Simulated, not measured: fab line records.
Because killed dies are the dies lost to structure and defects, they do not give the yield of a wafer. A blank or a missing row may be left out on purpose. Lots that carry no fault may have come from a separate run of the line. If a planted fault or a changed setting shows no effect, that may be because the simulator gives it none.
fab line records	flow nandHarc
[record] lots = 11	wafers = 33	lastDay = 24
route steps=1159 shown A_SGD_CUT@767 A_SLIT@780 END@1159
lots with no fault: from the same line, run without faults
startH: hours from the record's opening day to when the first of the lot's shown wafers began	waitH: hours elapsed since this lot's preceding step	" as in the row above	L1.1+2: a row that stands for several wafers	- no value present, or no start provided	* or withheld: withheld	< > ~ a bound
route shown NAME@n: names a module that has steps shown in the file, with the first one's number in the route	usual: mean and standard deviation over wafers with no fault	same: alike in all rows	chamber/n: place in a boat	sites: readings site by site	_std_site: the standard deviation of these	_edge_site: outer sites' mean less inner sites'	radiusMm: for every site, how far away it sits from the centre of the wafer	mask NAME#n: copy n	behind: tool/chamber where the wafer was last shaped	hold: why the lot was held/for how many hours/how that ended	device: transistor that didn't switch, given as n, p or np	end of line: the route-end tests of the same wafers	a step given without rows: its recipe and nothing more	killed: dies lost to structure and defects at the first sort, not the wafer's yield	map: shows each die of a wafer: x if killed, . if not, _ if none is there
set.NAME: the run value of the setting; set.NAME@STEP: its run value at that earlier step	model.NAME: the simulator's own value behind a step, which no gauge read
the route's steps for a sample of lots (tables are steps, rows are wafers)
services: a tool's chamber out of use, with start hour (startH, from the record's first day; less than 0 if before it), hours out, and reason
[[steps]]
[step NHARC_A_SGD_CUT_STRIP_17]
[recipe] o2FlowSccm = 500	arFlowSccm = 0	biasW = 0	chemistry = O2
[usual] drypumpMotorCurrentA = 5.8/0.58	oesProductAu = 1.003/0.011	rfVppV = 57.8/0.87	showerheadPlenumPTorr = 3.55/0.16	throttleValvePct = 17.036/0.0087
lot.wafer	tool	chamber	startH	waitH	drypumpMotorCurrentA	oesProductAu	rfHoursCounterH	rfVppV	showerheadPlenumPTorr	throttleValvePct
L587.4	rieDiel-07	3	-	-	6.1	0.995	5	56.7	3.39	17.038
L587.2	"	1	"	"	5.2	1.016	5	58.1	3.74	17.041
L587.5	"	3	"	"	6.1	0.988	-	56.3	3.39	17.034
L588.1	rieDiel-07	3	-	-	6.1	0.984	6	56.7	3.39	17.033
L588.5	"	0	"	"	6.3	1.012	-	58.7	3.68	17.036
L588.6	"	1	"	"	5.1	0.998	-	59.7	3.74	17.021
L593.3	rieDiel-08	3	-	-	5.7	1.000	6	57.1	3.59	17.054
L593.1	"	1	"	"	5.4	0.981	4	59.2	3.35	17.034
L593.5	"	3	"	"	5.7	0.998	-	57.8	3.59	17.052
L592.3	rieDiel-08	2	-	-	6.1	1.000	6	60.0	3.71	17.050
L592.4	"	3	"	"	5.7	0.989	6	57.9	3.59	17.033
L592.5	"	1	"	"	5.4	0.985	-	57.8	3.35	17.047
L595.4	rieDiel-06	1	-	-	6.7	1.004	12	57.0	3.32	17.052
L595.3	"	3	"	"	5.1	0.989	11	58.3	3.48	17.033
L595.6	"	1	"	"	6.6	1.006	-	57.0	3.32	17.023
L598.3	rieDiel-07	0	-	-	6.3	1.008	11	55.0	3.67	17.040
L598.6	"	3	"	"	6.1	0.991	-	57.7	3.39	17.027
L598.5	"	2	"	"	6.7	0.996	-	56.4	3.44	17.039
L604.2	rieDiel-07	3	-	-	6.1	1.007	0	57.0	3.39	17.043
L604.1	"	2	"	"	6.7	0.994	0	56.7	3.44	17.028
L604.6	"	0	"	"	6.4	1.017	-	58.6	3.67	17.036
L607.2	rieDiel-08	1	-	-	5.4	0.994	14	57.1	3.35	17.038
L607.6	"	1	"	"	5.4	0.998	-	56.8	3.34	17.044
L607.5	"	2	"	"	6.1	0.997	-	56.8	3.70	17.049
L605.4	rieDiel-06	3	-	-	5.1	0.981	1	57.9	3.48	17.040
L605.6	"	2	"	"	6.0	1.017	-	57.7	3.73	17.042
L605.5	"	3	"	"	5.1	0.986	-	58.4	3.48	17.037
L606.2	rieDiel-07	3	-	-	6.2	0.987	1	57.2	3.39	17.032
L606.3	"	0	"	"	6.4	1.018	1	57.9	3.67	17.025
L606.6	"	1	"	"	5.1	1.009	-	57.7	3.74	17.051
L608.3	rieDiel-07	2	-	-	6.7	1.008	2	59.1	3.44	17.047
L608.4	"	1	"	"	5.1	1.006	2	58.6	3.74	17.033
L608.5	"	3	"	"	6.1	0.994	-	57.6	3.39	17.039
[step NHARC_A_SLIT_DEP_00]
[recipe] targetThkA = 32000	tempC = 400	material = aC
[usual] susceptorTempC = 400.00/0.17	throttleValvePct = 34.999/0.0088
lot.wafer	tool	chamber	startH	waitH	susceptorTempC	throttleValvePct
L587.2	aclDep-03	0	324.13	-	400.26	34.998
L587.4	"	0	"	"	400.03	34.998
L587.5	"	0	"	"	399.98	35.012
L588.1	aclDep-02	0	329.95	-	-	34.997
L588.5	"	0	331.23	-	-	35.004
L588.6	"	0	"	"	-	35.003
L593.1	aclDep-01	0	364.16	-	-	34.996
L593.3	"	0	"	"	-	35.006
L593.5	"	0	"	"	-	35.002
L592.3	aclDep-02	0	366.64	2.5	-	34.995
L592.4	"	0	"	"	-	34.982
L592.5	"	0	"	"	-	34.989
L595.3	aclDep-03	0	374.95	-	-	35.000
L595.4	"	0	"	"	-	34.992
L595.6	"	0	"	"	-	34.992
L598.3	aclDep-03	0	394.10	1.7	399.90	35.005
L598.5	"	0	"	"	400.24	35.008
L598.6	"	0	"	"	399.78	35.002
L604.1	aclDep-03	0	429.07	-	399.88	35.000
L604.2	"	0	"	"	399.95	34.990
L604.6	"	0	430.70	-	400.01	35.002
L607.2	aclDep-03	0	441.65	-	-	34.984
L607.5	"	0	"	"	-	34.990
L607.6	"	0	"	"	-	34.996
L606.2	aclDep-01	0	442.21	1.1	400.13	35.006
L606.3	"	0	"	"	400.09	34.991
L606.6	"	0	443.55	2.2	400.30	34.994
L605.4	aclDep-02	0	442.31	-	400.11	34.991
L605.5	"	0	"	"	399.84	35.009
L605.6	"	0	"	"	399.88	35.001
L608.3	aclDep-02	0	455.84	-	-	34.993
L608.4	"	0	"	"	-	34.991
L608.5	"	0	"	"	-	34.986
[step NHARC_A_SLIT_ETCH_17]
[recipe] biasV = 900	sourceW = withheld	pressureMtorr = 20	arFlowSccm = 375	c4f8FlowSccm = 83.3	o2FlowSccm = 41.7	timeS = 1687.5	targetDepthA = 1.01e+05	chemistry = C4F8/O2/Ar
[usual] c4f8FlowSccm = 83.30/0.22	chamberPressureMTorr = 19.998/0.018	drypumpMotorCurrentA = 5.97/0.25	showerheadPlenumPTorr = 3.70/0.096	throttleValvePct = 32.045/0.0098
[same] timeS = 1687.5
lot.wafer	tool	chamber	startH	waitH	c4f8FlowSccm	chamberPressureMTorr	drypumpMotorCurrentA	rfHoursCounterH	showerheadPlenumPTorr	throttleValvePct
L587.2	harEtch-02	1	327.56	-	83.42	19.983	6.20	180	3.84	32.050
L587.4	"	0	"	"	83.50	20.004	5.69	-	3.70	32.009
L587.5	"	0	"	"	83.06	20.005	5.67	-	3.70	32.048
L588.1	harEtch-02	0	334.57	-	83.23	20.008	5.69	185	3.69	32.038
L588.6	"	0	"	"	83.10	19.978	5.67	-	3.70	32.055
L588.5	"	1	"	"	83.32	19.994	6.21	-	3.84	32.043
L593.1	harEtch-02	1	367.90	-	83.34	20.020	6.15	197	3.83	32.046
L593.3	"	0	"	"	83.16	19.999	5.72	-	3.69	32.058
L593.5	"	1	"	"	83.48	20.003	6.15	-	3.83	32.050
L592.3	harEtch-02	1	370.17	-	83.62	19.985	6.21	-	3.83	32.042
L592.4	"	0	"	"	83.08	19.989	5.72	-	3.69	32.068
L592.5	"	1	"	"	83.66	20.013	6.20	-	3.83	32.059
L595.3	harEtch-01	1	378.27	-	83.48	19.991	5.75	-	3.56	32.045
L595.4	"	0	"	"	83.45	19.992	6.24	-	3.69	32.055
L595.6	"	0	"	"	83.15	19.957	6.25	-	3.69	32.031
L598.3	harEtch-02	1	398.26	-	83.73	19.988	6.22	-	3.82	32.064
L598.6	"	0	"	"	82.96	20.010	5.69	-	3.68	32.045
L598.5	"	1	"	"	83.44	20.014	6.24	-	3.82	32.038
L604.1	harEtch-01	0	435.36	-	82.97	20.017	6.25	54	3.68	32.039
L604.2	"	1	"	"	83.09	19.999	5.80	54	3.54	32.061
L604.6	"	0	"	"	83.77	19.943	6.26	-	3.68	32.038
L607.2	harEtch-02	0	444.97	-	83.26	19.990	5.71	231	3.67	32.051
L607.6	"	0	"	"	83.25	20.005	5.70	-	3.67	32.034
L607.5	"	1	"	"	83.27	20.015	6.14	-	3.81	32.045
L605.4	harEtch-01	0	445.86	-	83.24	20.009	6.24	-	3.67	32.036
L605.5	"	1	"	"	83.82	20.009	5.78	-	3.54	32.047
L605.6	"	0	"	"	83.24	19.994	6.31	-	3.67	32.037
L606.2	harEtch-02	0	446.88	-	83.21	20.011	5.70	233	3.67	32.044
L606.3	"	0	"	"	83.30	19.981	5.68	-	3.67	32.041
L606.6	"	1	"	"	83.41	19.983	6.24	-	3.81	32.048
L608.4	harEtch-01	0	459.38	-	83.40	20.021	6.28	-	3.67	32.038
L608.3	"	1	"	"	83.57	19.997	5.77	-	3.54	32.046
L608.5	"	0	"	"	83.26	20.000	6.24	-	3.67	32.034
[step NHARC_A_SLIT_ETCH_29]
[recipe] targetDepthA = 1000	overetchA = 100	timeS = 55	ionEnergyEv = 100	cf4FlowSccm = 80	o2FlowSccm = 20	arFlowSccm = 0	rfW = 300	biasW = 100	chemistry = CF4/O2
[usual] biasW = 100.0/0.31	cf4FlowSccm = 79.98/0.25	drypumpMotorCurrentA = 5.8/0.48	oesProductAu = 1.002/0.015	rfVppV = 197.6/1.4	showerheadPlenumPTorr = 1.32/0.052	throttleValvePct = 13.398/0.01	timeS = 55/0
lot.wafer	tool	chamber	startH	waitH	biasW	cf4FlowSccm	drypumpMotorCurrentA	oesProductAu	rfHoursCounterH	rfVppV	showerheadPlenumPTorr	throttleValvePct	timeS
L587.4	rieDiel-10	1	329.65	0.1	99.8	80.01	5.2	1.004	9	200.1	1.36	13.392	55
L587.2	"	2	"	"	99.6	79.66	6.3	1.007	9	200.8	1.42	13.413	55
L587.5	"	1	"	"	100.1	80.65	5.2	1.006	-	198.5	1.37	13.402	55
L588.1	rieDiel-05	2	336.69	0.1	99.3	79.99	4.9	0.989	15	196.7	1.29	13.406	55
L588.6	"	0	"	"	99.7	79.69	6.0	1.026	-	195.7	1.26	13.412	55
L588.5	"	1	"	"	99.7	79.76	5.6	1.001	-	197.0	1.27	13.392	55
L593.1	rieDiel-10	0	370.03	0.1	100.3	80.08	6.7	1.000	1	195.5	1.25	13.400	55
L593.3	"	2	"	"	100.2	79.68	6.3	1.012	1	198.6	1.42	13.400	55
L593.5	"	0	"	"	99.8	79.94	6.7	0.999	-	195.5	1.25	13.398	55
L592.4	rieDiel-05	3	371.78	0.1	100.4	79.84	5.6	0.975	2	197.1	1.32	13.383	55
L592.3	"	0	"	"	100.0	79.65	6.0	1.021	2	196.4	1.25	13.392	55
L592.5	"	1	"	"	100.0	79.95	5.6	1.006	-	197.8	1.27	13.394	55
L595.4	rieDiel-11	3	379.87	0.1	100.4	79.79	5.8	0.979	0	199.3	1.38	13.403	55
L595.3	"	1	"	"	99.5	80.05	6.1	0.997	0	197.0	1.28	13.398	55
L595.6	"	2	"	"	100.0	79.83	6.2	0.988	-	197.9	1.33	13.390	55
L598.3	rieDiel-10	0	399.62	0.1	100.3	80.14	6.7	1.002	2	197.2	1.25	13.428	55
L598.5	"	2	"	"	100.3	80.22	6.3	1.021	-	201.0	1.42	13.394	55
L598.6	"	3	"	"	99.4	80.24	5.7	0.999	-	197.9	1.38	13.385	55
L604.2	rieDiel-10	2	437.47	0.1	-	-	-	-	-	-	-	-	-
L604.1	"	0	"	"	-	-	-	-	-	-	-	-	-
L604.6	"	1	"	"	-	-	-	-	-	-	-	-	-
L607.2	rieDiel-05	1	447.08	0.1	100.5	79.92	5.6	1.000	6	197.3	1.27	13.392	55
L607.6	"	2	"	"	99.8	79.78	4.9	0.990	-	197.5	1.29	13.392	55
L607.5	"	3	"	"	100.1	79.84	5.6	0.986	-	197.4	1.31	13.406	55
L605.4	rieDiel-10	2	447.22	0.1	-	-	-	-	-	-	-	-	-
L605.5	"	0	"	"	-	-	-	-	-	-	-	-	-
L605.6	"	1	"	"	-	-	-	-	-	-	-	-	-
L606.3	rieDiel-05	1	448.72	0.1	-	-	-	-	-	-	-	-	-
L606.2	"	0	"	"	-	-	-	-	-	-	-	-	-
L606.6	"	1	"	"	-	-	-	-	-	-	-	-	-
L608.4	rieDiel-11	3	461.01	0.1	99.5	80.38	5.8	0.977	8	198.3	1.38	13.401	55
L608.3	"	0	"	"	100.0	79.69	5.8	0.979	9	197.3	1.31	13.403	55
L608.5	"	0	"	"	100.4	80.31	5.9	0.991	-	196.0	1.31	13.384	55
[step NHARC_END_SORT_01]
[recipe] tempC = 25
[usual] killedAtArray = 31/11	killedAtOther = 0.5/0.78	killedAtPeriphery = 3.0/2	killedDies = 34/12	killedOpen = 3.2/2	killedShort = 1.9/1.6
[same] grossDies = 677
lot.wafer	tool	chamber	startH	waitH	killedAtArray	killedAtOther	killedAtPeriphery	killedDies	killedOpen	killedShort
L598.3	prober-01	0	519.40	3.1	28	0	4	32	2	3
L598.5	prober-01	0	521.01	3.7	30	1	1	32	1	4
L598.6	prober-01	0	521.82	4.0	24	1	3	28	1	3
// killed by level:class
L598.3 A_SLIT:chamberFilmFlake=11 A_CHANNEL_HOLE_D1:chamberFilmFlake=8 P_STI:chamberFilmFlake=3 A_ONON_D1:geometricParticle:short=2 A_CONTACT:chamberFilmFlake=2 A_CONTACT:geometricParticle:short=1 A_BLC:geometricParticle:open=1 A_M0:geometricParticle:open=1
L598.5 A_SLIT:chamberFilmFlake=17 A_CHANNEL_HOLE_D1:chamberFilmFlake=4 A_STAIRCASE:chamberFilmFlake=3 A_CHANNEL_HOLE_D1:geometricParticle:short=1 A_CHANNEL_FILL_D1:geometricParticle:short=1 A_SGD_CUT:geometricParticle:short=1 A_WL_FILL:geometricParticle:short=1 A_CONTACT:geometricParticle:open=1
L598.6 A_SLIT:chamberFilmFlake=11 A_CHANNEL_HOLE_D1:chamberFilmFlake=6 A_WL_FILL:chamberFilmFlake=2 A_CONTACT:chamberFilmFlake=2 P_M2:geometricParticle:short=1 A_CHANNEL_FILL_D1:geometricParticle:short=1 A_WL_FILL:geometricParticle:short=1 P_STI:chamberFilmFlake=1
[[services]]
tool	chamber	startH	hours	kind
aclDep-01	-	294.74	13.0	pm
rieDiel-08	1	300.38	1.5	repair
rieDiel-08	-	301.87	9.0	pm
harEtch-01	-	305.00	17.0	pm
rieDiel-07	0	310.70	-	clean
rieDiel-10	-	313.92	1.1	repair
rieDiel-05	1	330.50	5.7	repair
rieDiel-10	-	333.76	0.2	repair
rieDiel-08	1	338.70	13.1	repair
rieDiel-05	-	340.62	9.0	pm
aclDep-02	-	350.01	13.0	pm
rieDiel-10	-	353.64	9.0	pm
rieDiel-05	1	362.97	5.0	repair
rieDiel-11	-	366.50	9.0	pm
rieDiel-07	1	373.87	14.6	repair
rieDiel-05	-	389.82	0.7	repair
rieDiel-05	1	401.76	4.1	repair
rieDiel-08	3	402.80	16.6	repair
rieDiel-07	-	405.20	9.0	pm
aclDep-03	-	408.36	13.0	pm
rieDiel-11	0	410.46	4.4	repair
rieDiel-07	1	415.73	2.8	repair
rieDiel-06	-	418.20	9.0	pm
rieDiel-05	1	460.90	3.3	repair
[[key]]
[firstSign] step = NHARC_A_SLIT_ETCH_29	reading = toolRecord	direction = missing
effect none on later readings
metAt NHARC_A_SLIT_ETCH_29
struckLots L604,L605,L606
testerLeftOut L604,L605,L606
notActingAt NHARC_A_SGD_CUT_STRIP_17,NHARC_A_SLIT_DEP_00,NHARC_A_SLIT_ETCH_17
onsetBetween 399.62 437.47
[fault] kind = skippedStepWhole	tool = rieDiel-05,rieDiel-10	chamber = -	onsetH = 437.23	steps = NHARC_A_SLIT_ETCH_29	scope = struckLotsOnly
// testerLeftOut: of these lots the tester's yield and bins aren't shown, on N5 and GAA mostly nor the transistor test; their killed dies are dies lost to structure and defects alone, not to doping, threshold or leakage, so they don't give the yield
